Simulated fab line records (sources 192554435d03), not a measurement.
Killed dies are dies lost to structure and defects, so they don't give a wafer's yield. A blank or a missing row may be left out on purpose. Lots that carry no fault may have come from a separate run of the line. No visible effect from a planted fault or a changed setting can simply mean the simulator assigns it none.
Lot-split experiment :: flow n5-finfet :: 7 lots, 39 wafers read, on a route of 1938 steps

THE SPLIT ITSELF
At N5_MOL_CONTACT_COAG_SPUTTER_130 (material Co, target thk 47.5 nm), the setting power-w was moved away from the recipe's 3000 W on 15 of the 39 wafers read, by -13.7% to +18.9%. The other wafers ran this setting at the recipe's value.

The reading comes from the split's own step.

THE READING
Co_of_MOL_CONTACT_COAG_SPUTTER_130.thk-nm (the simulator's own value, which no gauge read), in nm, at N5_MOL_CONTACT_COAG_SPUTTER_130 (material Co, target thk 47.5 nm). The file does not state a usual value for it. Average 47.5 nm, standard deviation 0.43 nm, over the 24 wafers here run with the recipe.

wafer: L074.1
tool, chamber at the split: pvd-sputter-02, -
power-w as run, W: 2733
against the recipe: -8.9%
Co_of_MOL_CONTACT_COAG_SPUTTER_130.thk-nm, nm: 42.6
against lot-mates on the recipe: -5.2

wafer: L074.2
tool, chamber at the split: pvd-sputter-02, -
power-w as run, W: 2733
against the recipe: -8.9%
Co_of_MOL_CONTACT_COAG_SPUTTER_130.thk-nm, nm: 43.2
against lot-mates on the recipe: -4.6

wafer: L074.3
tool, chamber at the split: pvd-sputter-02, -
power-w as run, W: 3000
against the recipe: recipe
Co_of_MOL_CONTACT_COAG_SPUTTER_130.thk-nm, nm: 47.8
against lot-mates on the recipe: -

wafer: L074.4
tool, chamber at the split: pvd-sputter-02, -
power-w as run, W: 3000
against the recipe: recipe
Co_of_MOL_CONTACT_COAG_SPUTTER_130.thk-nm, nm: 48
against lot-mates on the recipe: -

wafer: L074.5
tool, chamber at the split: pvd-sputter-02, -
power-w as run, W: 2733
against the recipe: -8.9%
Co_of_MOL_CONTACT_COAG_SPUTTER_130.thk-nm, nm: 43.6
against lot-mates on the recipe: -4.2

wafer: L074.6
tool, chamber at the split: pvd-sputter-02, -
power-w as run, W: 3000
against the recipe: recipe
Co_of_MOL_CONTACT_COAG_SPUTTER_130.thk-nm, nm: 47.6
against lot-mates on the recipe: -

wafer: L075.1
tool, chamber at the split: pvd-sputter-03, -
power-w as run, W: 3399
against the recipe: +13.3%
Co_of_MOL_CONTACT_COAG_SPUTTER_130.thk-nm, nm: 54.4
against lot-mates on the recipe: +6.3

wafer: L075.2
tool, chamber at the split: pvd-sputter-03, -
power-w as run, W: 3399
against the recipe: +13.3%
Co_of_MOL_CONTACT_COAG_SPUTTER_130.thk-nm, nm: 54.4
against lot-mates on the recipe: +6.3

wafer: L075.3
tool, chamber at the split: pvd-sputter-03, -
power-w as run, W: 3000
against the recipe: recipe
Co_of_MOL_CONTACT_COAG_SPUTTER_130.thk-nm, nm: 48
against lot-mates on the recipe: -

wafer: L075.4
tool, chamber at the split: pvd-sputter-03, -
power-w as run, W: 3000
against the recipe: recipe
Co_of_MOL_CONTACT_COAG_SPUTTER_130.thk-nm, nm: 48
against lot-mates on the recipe: -

wafer: L075.5
tool, chamber at the split: pvd-sputter-03, -
power-w as run, W: 3000
against the recipe: recipe
Co_of_MOL_CONTACT_COAG_SPUTTER_130.thk-nm, nm: 48.4
against lot-mates on the recipe: -

wafer: L075.6
tool, chamber at the split: pvd-sputter-03, -
power-w as run, W: 3399
against the recipe: +13.3%
Co_of_MOL_CONTACT_COAG_SPUTTER_130.thk-nm, nm: 54.2
against lot-mates on the recipe: +6.1

wafer: L077.1
tool, chamber at the split: pvd-sputter-02, -
power-w as run, W: 3000
against the recipe: recipe
Co_of_MOL_CONTACT_COAG_SPUTTER_130.thk-nm, nm: 47.6
against lot-mates on the recipe: -

wafer: L077.2
tool, chamber at the split: pvd-sputter-02, -
power-w as run, W: 3568
against the recipe: +18.9%
Co_of_MOL_CONTACT_COAG_SPUTTER_130.thk-nm, nm: 56
against lot-mates on the recipe: +8.7

wafer: L077.6
tool, chamber at the split: pvd-sputter-02, -
power-w as run, W: 3568
against the recipe: +18.9%
Co_of_MOL_CONTACT_COAG_SPUTTER_130.thk-nm, nm: 56
against lot-mates on the recipe: +8.7

wafer: L077.3
tool, chamber at the split: pvd-sputter-02, -
power-w as run, W: 3000
against the recipe: recipe
Co_of_MOL_CONTACT_COAG_SPUTTER_130.thk-nm, nm: 47.2
against lot-mates on the recipe: -

wafer: L077.4
tool, chamber at the split: pvd-sputter-02, -
power-w as run, W: 3568
against the recipe: +18.9%
Co_of_MOL_CONTACT_COAG_SPUTTER_130.thk-nm, nm: 56.2
against lot-mates on the recipe: +8.9

wafer: L077.5
tool, chamber at the split: pvd-sputter-02, -
power-w as run, W: 3000
against the recipe: recipe
Co_of_MOL_CONTACT_COAG_SPUTTER_130.thk-nm, nm: 47
against lot-mates on the recipe: -

wafer: L087.1
tool, chamber at the split: pvd-sputter-03, -
power-w as run, W: 2590
against the recipe: -13.7%
Co_of_MOL_CONTACT_COAG_SPUTTER_130.thk-nm, nm: 40.8
against lot-mates on the recipe: -6.5

wafer: L087.4
tool, chamber at the split: pvd-sputter-03, -
power-w as run, W: 2590
against the recipe: -13.7%
Co_of_MOL_CONTACT_COAG_SPUTTER_130.thk-nm, nm: 40.8
against lot-mates on the recipe: -6.5

wafer: L087.2
tool, chamber at the split: pvd-sputter-03, -
power-w as run, W: 3000
against the recipe: recipe
Co_of_MOL_CONTACT_COAG_SPUTTER_130.thk-nm, nm: 47.4
against lot-mates on the recipe: -

wafer: L087.6
tool, chamber at the split: pvd-sputter-03, -
power-w as run, W: 3000
against the recipe: recipe
Co_of_MOL_CONTACT_COAG_SPUTTER_130.thk-nm, nm: 47.4
against lot-mates on the recipe: -

wafer: L087.3
tool, chamber at the split: pvd-sputter-03, -
power-w as run, W: 2590
against the recipe: -13.7%
Co_of_MOL_CONTACT_COAG_SPUTTER_130.thk-nm, nm: 41
against lot-mates on the recipe: -6.3

wafer: L087.5
tool, chamber at the split: pvd-sputter-03, -
power-w as run, W: 3000
against the recipe: recipe
Co_of_MOL_CONTACT_COAG_SPUTTER_130.thk-nm, nm: 47.2
against lot-mates on the recipe: -

wafer: L090.1
tool, chamber at the split: pvd-sputter-03, -
power-w as run, W: 3000
against the recipe: recipe
Co_of_MOL_CONTACT_COAG_SPUTTER_130.thk-nm, nm: 46.4
against lot-mates on the recipe: -

wafer: L090.2
tool, chamber at the split: pvd-sputter-03, -
power-w as run, W: 3000
against the recipe: recipe
Co_of_MOL_CONTACT_COAG_SPUTTER_130.thk-nm, nm: 47
against lot-mates on the recipe: -

wafer: L090.5
tool, chamber at the split: pvd-sputter-03, -
power-w as run, W: 3000
against the recipe: recipe
Co_of_MOL_CONTACT_COAG_SPUTTER_130.thk-nm, nm: 47
against lot-mates on the recipe: -

wafer: L091.1
tool, chamber at the split: pvd-sputter-03, -
power-w as run, W: 3000
against the recipe: recipe
Co_of_MOL_CONTACT_COAG_SPUTTER_130.thk-nm, nm: 47.8
against lot-mates on the recipe: -

wafer: L091.6
tool, chamber at the split: pvd-sputter-03, -
power-w as run, W: 3000
against the recipe: recipe
Co_of_MOL_CONTACT_COAG_SPUTTER_130.thk-nm, nm: 47.8
against lot-mates on the recipe: -

wafer: L091.2
tool, chamber at the split: pvd-sputter-03, -
power-w as run, W: 2813
against the recipe: -6.2%
Co_of_MOL_CONTACT_COAG_SPUTTER_130.thk-nm, nm: 44.8
against lot-mates on the recipe: -2.8

wafer: L091.3
tool, chamber at the split: pvd-sputter-03, -
power-w as run, W: 3000
against the recipe: recipe
Co_of_MOL_CONTACT_COAG_SPUTTER_130.thk-nm, nm: 47.2
against lot-mates on the recipe: -

wafer: L091.4
tool, chamber at the split: pvd-sputter-03, -
power-w as run, W: 2813
against the recipe: -6.2%
Co_of_MOL_CONTACT_COAG_SPUTTER_130.thk-nm, nm: 44.4
against lot-mates on the recipe: -3.2

wafer: L091.5
tool, chamber at the split: pvd-sputter-03, -
power-w as run, W: 2813
against the recipe: -6.2%
Co_of_MOL_CONTACT_COAG_SPUTTER_130.thk-nm, nm: 44.6
against lot-mates on the recipe: -3.0

wafer: L097.1
tool, chamber at the split: pvd-sputter-03, -
power-w as run, W: 3000
against the recipe: recipe
Co_of_MOL_CONTACT_COAG_SPUTTER_130.thk-nm, nm: 47.4
against lot-mates on the recipe: -

wafer: L097.2
tool, chamber at the split: pvd-sputter-03, -
power-w as run, W: 3000
against the recipe: recipe
Co_of_MOL_CONTACT_COAG_SPUTTER_130.thk-nm, nm: 47.6
against lot-mates on the recipe: -

wafer: L097.5
tool, chamber at the split: pvd-sputter-03, -
power-w as run, W: 3000
against the recipe: recipe
Co_of_MOL_CONTACT_COAG_SPUTTER_130.thk-nm, nm: 47.6
against lot-mates on the recipe: -

wafer: L097.3
tool, chamber at the split: pvd-sputter-03, -
power-w as run, W: 3000
against the recipe: recipe
Co_of_MOL_CONTACT_COAG_SPUTTER_130.thk-nm, nm: 47.8
against lot-mates on the recipe: -

wafer: L097.4
tool, chamber at the split: pvd-sputter-03, -
power-w as run, W: 3000
against the recipe: recipe
Co_of_MOL_CONTACT_COAG_SPUTTER_130.thk-nm, nm: 47.8
against lot-mates on the recipe: -

wafer: L097.6
tool, chamber at the split: pvd-sputter-03, -
power-w as run, W: 3000
against the recipe: recipe
Co_of_MOL_CONTACT_COAG_SPUTTER_130.thk-nm, nm: 47.2
against lot-mates on the recipe: -

FIT RESULTS
A straight line over all 39 wafers: Co_of_MOL_CONTACT_COAG_SPUTTER_130.thk-nm changes by +0.477 nm for each +1% of power-w; r = +0.99; the points scatter about the line by 0.42 nm.
The same after taking each lot's own level away (the mean of its wafers on the recipe; 39 wafers): +0.474 nm for each +1%; r = +1.00; scatter 0.26 nm.
According to that fit, moving power-w by its largest amount changes the reading by 9 nm.
From 46.80 to 48.13 nm: that is the span of the lots' own levels, equal to 3.1 times the standard deviation above.
Consequently the slope shifts little with the lot-to-lot level, the two slopes agreeing.
Check: +8.94 nm against its lot-mates is what the line predicts for one of the wafers moved furthest among these (+18.9%) when that wafer is left out of the fit. Against them it came out at +8.73 nm.

FURTHER SPLITS ON THESE WAFERS
Note: prior to the reading, these wafers also went through further splits. Each is held against what the fit with the lots' levels taken away leaves over:
other split on the same wafers: N5_FIN_SAQP_ALD_61 temp-c
wafers away from the commonest value: 15
r with Co_of_MOL_CONTACT_COAG_SPUTTER_130.thk-nm (lot level and that fit taken away): +0.06

other split on the same wafers: N5_DUMMY_GATE_ETCH_32 time-s
wafers away from the commonest value: 18
r with Co_of_MOL_CONTACT_COAG_SPUTTER_130.thk-nm (lot level and that fit taken away): +0.04

other split on the same wafers: N5_DUMMY_GATE_ETCH_42 bias-w
wafers away from the commonest value: 12
r with Co_of_MOL_CONTACT_COAG_SPUTTER_130.thk-nm (lot level and that fit taken away): -0.15

other split on the same wafers: N5_SD_EPI_N_ETCH_45 target-depth-a
wafers away from the commonest value: 15
r with Co_of_MOL_CONTACT_COAG_SPUTTER_130.thk-nm (lot level and that fit taken away): -0.38

other split on the same wafers: N5_SD_EPI_P_ETCH_37 source-w
wafers away from the commonest value: 15
r with Co_of_MOL_CONTACT_COAG_SPUTTER_130.thk-nm (lot level and that fit taken away): -0.06

THE FILE'S OWN FIT
Co_of_MOL_CONTACT_COAG_SPUTTER_130.thk-nm changes by +0.473 nm for each +1% of power-w, r = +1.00.
